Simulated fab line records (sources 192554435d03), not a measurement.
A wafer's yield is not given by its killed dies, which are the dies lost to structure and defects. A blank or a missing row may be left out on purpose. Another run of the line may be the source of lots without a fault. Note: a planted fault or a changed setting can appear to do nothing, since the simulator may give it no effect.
Which tool was responsible? | flow n5-finfet | Sampling: 14 lots, 37 wafers, 6 of 1938 route steps

== WHAT THE GAUGES READ, wafer by wafer ==
N5_BEOL_M6_INSPECT_58: inspects for defects (darkfield). Usual: raw-defect-count reads 68 (standard deviation 21).
lot  | measured     | on                | raw-defect-count | flag
L410 | day 8 22:58  | defect-inspect-01 | 42 34            |
L411 | day 9 01:36  | defect-inspect-02 | 51 143           |
L412 | day 9 09:52  | defect-inspect-01 | 72 84            |
L414 | day 10 00:43 | defect-inspect-02 | 40 27 50         |
L415 | day 10 05:36 | defect-inspect-02 | 93 58 59         |
L417 | day 10 23:13 | defect-inspect-02 | 77 113           |
L421 | day 12 03:15 | defect-inspect-02 | 54 57            |
L422 | day 12 04:44 | defect-inspect-01 | 91 104 82        |
L423 | day 12 05:08 | defect-inspect-01 | 65 60 50         |
L426 | day 13 01:14 | defect-inspect-02 | 72 66 55         |
L427 | day 13 04:53 | defect-inspect-02 | 153 55 54        |
L429 | day 13 22:24 | defect-inspect-02 | 99 90 64         |
L430 | day 14 03:25 | defect-inspect-01 | 41 46 69         |
L431 | day 14 15:56 | defect-inspect-02 | 56 125 42        |

N5_BEOL_M7_OVL_MEAS_12. Usual: for M7_OVL the level is -0.7 nm and the standard deviation is 0.7.
lot  | measured     | on         | M7_OVL (nm)    | flag
L410 | day 9 01:36  | overlay-01 | 0.3 0.3        |
L411 | day 9 03:01  | overlay-02 | -0.6 -0.9      |
L412 | day 9 12:31  | overlay-01 | -0.2 -1.4      |
L414 | day 10 02:04 | overlay-01 | -0.7 0.8 -0.8  |
L415 | day 10 08:15 | overlay-01 | -0.9 -0.9 -0.3 |
L417 | day 11 00:56 | overlay-01 | -0.7 -0.2      |
L421 | day 12 06:12 | overlay-01 | -1.8 -1.8      |
L422 | day 12 07:03 | overlay-02 | -1.1 -0.3 -1.6 |
L423 | day 12 06:53 | overlay-01 | -1.5 -1.6 -0.6 |
L426 | day 13 03:25 | overlay-01 | -1.2 0.0 -0.2  |
L427 | day 13 07:07 | overlay-01 | -0.1 -1.3 -1.2 |
L429 | day 14 02:09 | overlay-02 | -1.0 0.3 0.0   |
L430 | day 14 05:37 | overlay-01 | -2.0 -0.6 -0.5 |
L431 | day 14 17:35 | overlay-02 | -0.3 -1.7 0.0  |

N5_BEOL_M7_CD_MEAS_18: pitch 80 nm, target cd 40 nm. Usual: cd-nm reads 40.6 nm (standard deviation 1.1).
lot  | measured     | on        | cd-nm (nm)     | flag
L410 | day 9 02:14  | cd-sem-01 | 39.4 39.1      |
L411 | day 9 03:32  | cd-sem-03 | 41.3 41.1      |
L412 | day 9 13:02  | cd-sem-02 | 41.3 41.4      |
L414 | day 10 02:41 | cd-sem-02 | 41.9 41.6 41.9 |
L415 | day 10 09:11 | cd-sem-02 | 39.9 39.6 39.6 |
L417 | day 11 01:52 | cd-sem-03 | 38.7 39.8      |
L421 | day 12 07:34 | cd-sem-03 | 40.5 40.4      |
L422 | day 12 08:18 | cd-sem-01 | - - -          | OFF
L423 | day 12 08:16 | cd-sem-03 | - - -          | OFF
L426 | day 13 04:07 | cd-sem-03 | 43.2 41.8 40.2 |
L427 | day 13 07:40 | cd-sem-01 | 41.3 40.0 40.3 |
L429 | day 14 02:43 | cd-sem-01 | 40.7 42.8 41.8 |
L430 | day 14 06:13 | cd-sem-01 | 42.0 41.4 41.0 |
L431 | day 14 18:06 | cd-sem-03 | 40.7 40.6 40.5 |

== WHAT TOOL EACH LOT RAN ON (gives the tool, then ch and the chambers of the sampled wafers, and finally the start) ==
lot  | N5_BEOL_M7_HM_DEP_02         | N5_BEOL_M7_ETCH_62                 | N5_BEOL_M7_HM_OPEN_17
L410 | pvd-sputter-02, day 9 01:11  | rie-diel-01 ch 3, day 9 01:49      | rie-metal-02 ch 0,1, day 9 02:00
L411 | pvd-sputter-02, day 9 02:37  | rie-diel-02 ch 1,3, day 9 03:10    | rie-metal-01 ch 0, day 9 03:21
L412 | pvd-sputter-02, day 9 11:59  | rie-diel-02 ch 0,2, day 9 12:40    | rie-metal-03 ch 0,1, day 9 12:51
L414 | pvd-sputter-01, day 10 01:32 | rie-diel-03 ch 1,2,3, day 10 02:13 | rie-metal-02 ch 1, day 10 02:25
L415 | pvd-sputter-01, day 10 07:51 | rie-diel-01 ch 1,3, day 10 08:38   | rie-metal-03 ch 0,1, day 10 08:49
L417 | pvd-sputter-03, day 11 00:25 | rie-diel-01 ch 1,3, day 11 01:26   | rie-metal-02 ch 0,1, day 11 01:38
L421 | pvd-sputter-03, day 12 05:48 | rie-diel-02 ch 0,1, day 12 06:55   | rie-metal-02 ch 0, day 12 07:06
L422 | pvd-sputter-02, day 12 06:22 | rie-diel-01 ch 1,2,3, day 12 07:50 | rie-metal-01 ch 0,1, day 12 08:02
L423 | pvd-sputter-01, day 12 06:21 | rie-diel-02 ch 0,1,2, day 12 07:50 | rie-metal-03 ch 0,1, day 12 08:03
L426 | pvd-sputter-01, day 13 03:01 | rie-diel-01 ch 1,2,3, day 13 03:45 | rie-metal-03 ch 0,1, day 13 03:56
L427 | pvd-sputter-02, day 13 06:35 | rie-diel-03 ch 0,2,3, day 13 07:18 | rie-metal-01 ch 0,1, day 13 07:29
L429 | pvd-sputter-01, day 14 01:38 | rie-diel-01 ch 2,3, day 14 02:19   | rie-metal-03 ch 0,1, day 14 02:29
L430 | pvd-sputter-03, day 14 05:13 | rie-diel-02 ch 0,3, day 14 05:50   | rie-metal-02 ch 0,1, day 14 06:02
L431 | pvd-sputter-01, day 14 17:10 | rie-diel-02 ch 0,1,2, day 14 17:44 | rie-metal-02 ch 0, day 14 17:55
- N5_BEOL_M7_HM_DEP_02: deposits TiN, target thk 20 nm.
- N5_BEOL_M7_ETCH_62: etches SOC in N2/H2, target depth 110 nm, overetch 22 nm, time 165 s.
- N5_BEOL_M7_HM_OPEN_17: chemistry Cl2/BCl3, target TiN, target depth 20 nm, overetch 6 nm.

== AS READ BY THE TOOLS THEMSELVES (means over the sampled wafers that have a number; for cases with no such wafer, the mark the record gives instead) ==
N5_BEOL_M7_HM_DEP_02. Usual: substrate-temp-c 25.00 C, standard deviation 0.1; throttle-valve-pct 29.9 %, standard deviation 0.72.
lot  | tool           | substrate-temp-c (C) | throttle-valve-pct (%) | flag
L410 | pvd-sputter-02 | 25.09                | 29.1                   |
L411 | pvd-sputter-02 | 25.09                | 30.6                   |
L412 | pvd-sputter-02 | 25.02                | 28.9                   |
L414 | pvd-sputter-01 | 24.87                | 30.1                   |
L415 | pvd-sputter-01 | 25.12                | 30.0                   |
L417 | pvd-sputter-03 | 24.98                | 30.2                   |
L421 | pvd-sputter-03 | 25.02                | 29.6                   |
L422 | pvd-sputter-02 | 25.08                | 29.7                   |
L423 | pvd-sputter-01 | 24.96                | 29.9                   |
L426 | pvd-sputter-01 | 25.04                | 29.6                   |
L427 | pvd-sputter-02 | 25.05                | 29.5                   |
L429 | pvd-sputter-01 | 24.89                | 29.9                   |
L430 | pvd-sputter-03 | 25.00                | 29.7                   |
L431 | pvd-sputter-01 | 25.03                | 29.6                   |

N5_BEOL_M7_ETCH_62. Usual: bias-w 150.0 W, standard deviation 0.4; chamber-pressure-mTorr 29.999 mTorr, standard deviation 0.025; drypump-motor-current-A 5.7 A, standard deviation 0.39; oes-product-au 0.64 a.u., standard deviation 0.063; rf-fwd-power-W 837.2 W, standard deviation 2.7; rf-vpp-V 523.3 V, standard deviation 2; showerhead-plenum-p-Torr 2.52 Torr, standard deviation 0.065; throttle-valve-pct 17.9 %, standard deviation 0.33.
lot  | tool        | bias-w (W) | chamber-pressure-mTorr (mTorr) | drypump-motor-current-A (A) | oes-product-au (a.u.) | rf-fwd-power-W (W) | rf-vpp-V (V) | showerhead-plenum-p-Torr (Torr) | throttle-valve-pct (%) | flag
L410 | rie-diel-01 | 150.6      | 29.989                         | 5.5                         | 0.62                  | 835.4              | 524.2        | 2.53                            | 17.9                   |
L411 | rie-diel-02 | 150.0      | 30.023                         | 5.5                         | 0.73                  | 837.2              | 522.8        | 2.51                            | 17.4                   |
L412 | rie-diel-02 | 149.6      | 30.000                         | 5.7                         | 0.60                  | 836.2              | 523.1        | 2.54                            | 18.2                   |
L414 | rie-diel-03 | 150.3      | 29.984                         | 6.0                         | 0.69                  | 836.0              | 525.3        | 2.57                            | 17.9                   |
L415 | rie-diel-01 | 150.5      | 30.004                         | 5.4                         | 0.61                  | 836.0              | 523.6        | 2.52                            | 17.9                   |
L417 | rie-diel-01 | 149.6      | 30.009                         | 5.5                         | 0.61                  | 838.4              | 522.8        | 2.51                            | 17.9                   |
L421 | rie-diel-02 | 149.6      | 30.010                         | 6.0                         | 0.68                  | 838.5              | 522.3        | 2.50                            | 18.1                   |
L422 | rie-diel-01 | -          | -                              | -                           | -                     | -                  | -            | -                               | -                      | OFF
L423 | rie-diel-02 | -          | -                              | -                           | -                     | -                  | -            | -                               | -                      | OFF
L426 | rie-diel-01 | 149.9      | 30.023                         | 5.7                         | 0.60                  | 836.4              | 522.4        | 2.49                            | 18.0                   |
L427 | rie-diel-03 | 150.3      | 29.974                         | 5.8                         | 0.67                  | 837.3              | 524.9        | 2.56                            | 17.8                   |
L429 | rie-diel-01 | 149.9      | 30.001                         | 6.0                         | 0.61                  | 837.2              | 520.1        | 2.46                            | 18.1                   |
L430 | rie-diel-02 | 149.9      | 29.987                         | 5.9                         | 0.61                  | 834.7              | 522.4        | 2.53                            | 18.2                   |
L431 | rie-diel-02 | 149.8      | 30.024                         | 5.7                         | 0.62                  | 838.3              | 522.3        | 2.50                            | 18.1                   |

N5_BEOL_M7_HM_OPEN_17. Usual: drypump-motor-current-A 5.6 A, standard deviation 0.61; oes-product-au 0.67 a.u., standard deviation 0.086; rf-fwd-power-W 991 W, standard deviation 4.2; throttle-valve-pct 21.99 %, standard deviation 0.24.
lot  | tool         | drypump-motor-current-A (A) | oes-product-au (a.u.) | rf-fwd-power-W (W) | throttle-valve-pct (%) | flag
L410 | rie-metal-02 | 6.0                         | 0.64                  | 990                | 21.84                  |
L411 | rie-metal-01 | 5.2                         | 0.68                  | 988                | 22.34                  |
L412 | rie-metal-03 | 5.3                         | 0.66                  | 988                | 22.15                  |
L414 | rie-metal-02 | 5.5                         | 0.73                  | 989                | 21.70                  |
L415 | rie-metal-03 | 5.5                         | 0.62                  | 988                | 22.13                  |
L417 | rie-metal-02 | 6.0                         | 0.77                  | 994                | 21.69                  |
L421 | rie-metal-02 | 6.6                         | 0.81                  | 994                | 21.69                  |
L422 | rie-metal-01 | 5.5                         | 0.28                  | 988                | 22.80                  | OFF
L423 | rie-metal-03 | 5.2                         | 0.30                  | 987                | 22.84                  | OFF
L426 | rie-metal-03 | 5.5                         | 0.61                  | 998                | 22.13                  |
L427 | rie-metal-01 | 5.5                         | 0.64                  | 988                | 22.16                  |
L429 | rie-metal-03 | 5.5                         | 0.61                  | 989                | 22.12                  |
L430 | rie-metal-02 | 6.2                         | 0.74                  | 994                | 21.71                  |
L431 | rie-metal-02 | 6.6                         | 0.75                  | 990                | 21.71                  |

== THE ANSWER, worked out from the rows above alone ==
Rule: a lot counts as off when the mean over its wafers that have a number is more than 3 standard deviations away from the usual mean. A lot without any number at a reading at which 4 lots or more have one is off too. Where the step has rows for the other lots, those lots are counted as sound. After the gauges, taken in route order, come the tools' own readings; for these a lot's mean is taken, as printed above. At the first step where some lot is off, the reading lying furthest off is the one used; lots without a number count as furthest.
Off, at N5_BEOL_M7_CD_MEAS_18 on cd-nm: L422, L423. Without a number there: L422, L423.
A tool fits if, at a process step before that reading, it ran every lot that is off, and no sound lot after the first of them. The gauges at N5_BEOL_M7_CD_MEAS_18 aren't tried: what is off there is off at N5_BEOL_M7_ETCH_62 too, on other tools, and a gauge's error can't cause that. Of those tried, none fits.

== WHAT THE SIMULATOR PUT IN ==
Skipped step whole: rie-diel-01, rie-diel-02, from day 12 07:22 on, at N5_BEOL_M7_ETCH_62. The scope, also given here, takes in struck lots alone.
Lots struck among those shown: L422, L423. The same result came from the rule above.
